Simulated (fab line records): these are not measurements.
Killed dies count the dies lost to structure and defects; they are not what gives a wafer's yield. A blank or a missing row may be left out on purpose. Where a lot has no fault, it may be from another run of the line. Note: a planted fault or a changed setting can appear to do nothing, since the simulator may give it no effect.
Code-filled problem report in 8D (eight disciplines) form + flow n5Finfet + the parts of the form that need people (team, actions taken, sign-off) are left out

## 1. THE ISSUE
Wafers with no fault read 36.00 W with a standard deviation of 0.1, whereas biasW at N5_BEOL_M2_ETCH_69 reads a mean of 41.16 W on 1 wafer of 1 lot. That is +52 standard deviations from the usual mean.
The step: etches SiARC in CF4, target depth 15.6 nm, time 26 s.
The first sign was on wafer L361.3 at day 8 12:46, on rieDiel-03. The record has a number at this step for 24 wafers belonging to 8 lots. Rule for "out", or "out of limits": more than 4 standard deviations from the usual mean. All remaining wafers that have a number are taken as sound.

## 2. WHAT IT IS AND WHAT IT IS NOT
| question                    | is               | is not                                                                                      |
|-----------------------------|------------------|---------------------------------------------------------------------------------------------|
| which readings at this step | biasW, rfVppV    | drypumpMotorCurrentA, etchRfOnTimeS, oesProductAu, showerheadPlenumPTorr, throttleValvePct  |
| which lots                  | L361             | L353, L354, L365, L372, L373, L374, L375                                                    |
| which wafers of those lots  | L361.3           | L361.2, L361.6                                                                              |
| read on which tools         | rieDiel-03       | rieDiel-04                                                                                  |
| when                        | from day 8 12:46 | up to then (8 sound wafers); but 15 sound wafers of L365, L372, L373, L374, L375 came after |

## 3. WHAT RULES OUT EACH SUSPECT
Counting: any tool at a process step up to the reading remains a suspect provided it ran every lot that is out. Sound lots after the first of them don't rule it out here, since some wafers of a struck lot are sound.
- rieDiel-04 at N5_BEOL_M2_ETCH_74 (etches underlayer in N2/H2, target depth 6.5 nm, time 5.2 s): kept. It ran the lot that is out, L361 (day 8 11:43).
- rieDiel-04 at N5_BEOL_M2_ETCH_64 (etches SOC in N2/H2, target depth 75 nm, overetch 22.5 nm, time 121.9 s): kept. It ran the lot that is out, L361 (day 8 11:46).
- rieMetal-02 at N5_BEOL_M2_HM_OPEN_17 (chemistry Cl2/BCl3, target TiN, target depth 20 nm, overetch 6 nm): kept. L361, the lot that is out, went through it at day 8 11:56; up to then, the latest sound lot through it was L354 at day 7 04:08.
- rieDiel-03 at N5_BEOL_M2_ETCH_69 (etches SiARC in CF4, target depth 15.6 nm, time 26 s): kept. L361, the lot that is out, went through it at day 8 12:46; up to then, the latest sound lot through it was L354 at day 7 05:04. Its own readings are out on those wafers: biasW, rfVppV.
- The sound lot-mates ran in chamber 2 of rieDiel-04 at N5_BEOL_M2_ETCH_74, but the wafers that are out ran in chamber 3.
- The sound lot-mates ran in chamber 2 of rieDiel-04 at N5_BEOL_M2_ETCH_64, but the wafers that are out ran in chamber 3.
- At N5_BEOL_M2_ETCH_69, inside rieDiel-03: chamber 1 took the wafers that are out, while their sound lot-mates went through chambers 0, 3.
Left after counting: rieDiel-04 at N5_BEOL_M2_ETCH_74, rieDiel-04 at N5_BEOL_M2_ETCH_64, rieMetal-02 at N5_BEOL_M2_HM_OPEN_17, rieDiel-03 at N5_BEOL_M2_ETCH_69.

## 4. THE CAUSE (what the simulator had put in)
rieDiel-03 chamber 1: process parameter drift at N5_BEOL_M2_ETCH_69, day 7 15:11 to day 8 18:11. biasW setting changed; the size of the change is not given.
4 suspects survive the count, and this tool is in that group.

## 5. THE EFFECT CHAIN, in route order
One row per reading whose mean, taken over the struck wafers that have a number, lies over 3 standard deviations from the usual. Readings are gone through only where the record gives a usual standard deviation; hours: the median, over the lots, of the time from a lot's start at the first step in this table giving one to that lot's start at this step; sigmas: the change measured in usual standard deviations.
| hours | step               | reading | usual   | on struck wafers | change | sigmas |
|-------|--------------------|---------|---------|------------------|--------|--------|
| 0     | N5_BEOL_M2_ETCH_69 | biasW   | 36.00 W | 41.16            | +5.16  | +52    |
| 0     | N5_BEOL_M2_ETCH_69 | rfVppV  | 184.0 V | 200.7            | +16.7  | +15    |
Its process steps:
- N5_BEOL_M2_ETCH_69: etches SiARC in CF4, target depth 15.6 nm, time 26 s.
Later measuring or inspecting steps at which every struck wafer that the step has a row for has a number for every such reading, and none has moved that far: N5_BEOL_M4_RC_MEAS_101.

## 6. HOW IT WOULD HAVE BEEN CAUGHT EARLIER
First out-of-limits reading in this record: day 8 12:46, which is 22 hours after fault onset at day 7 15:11.
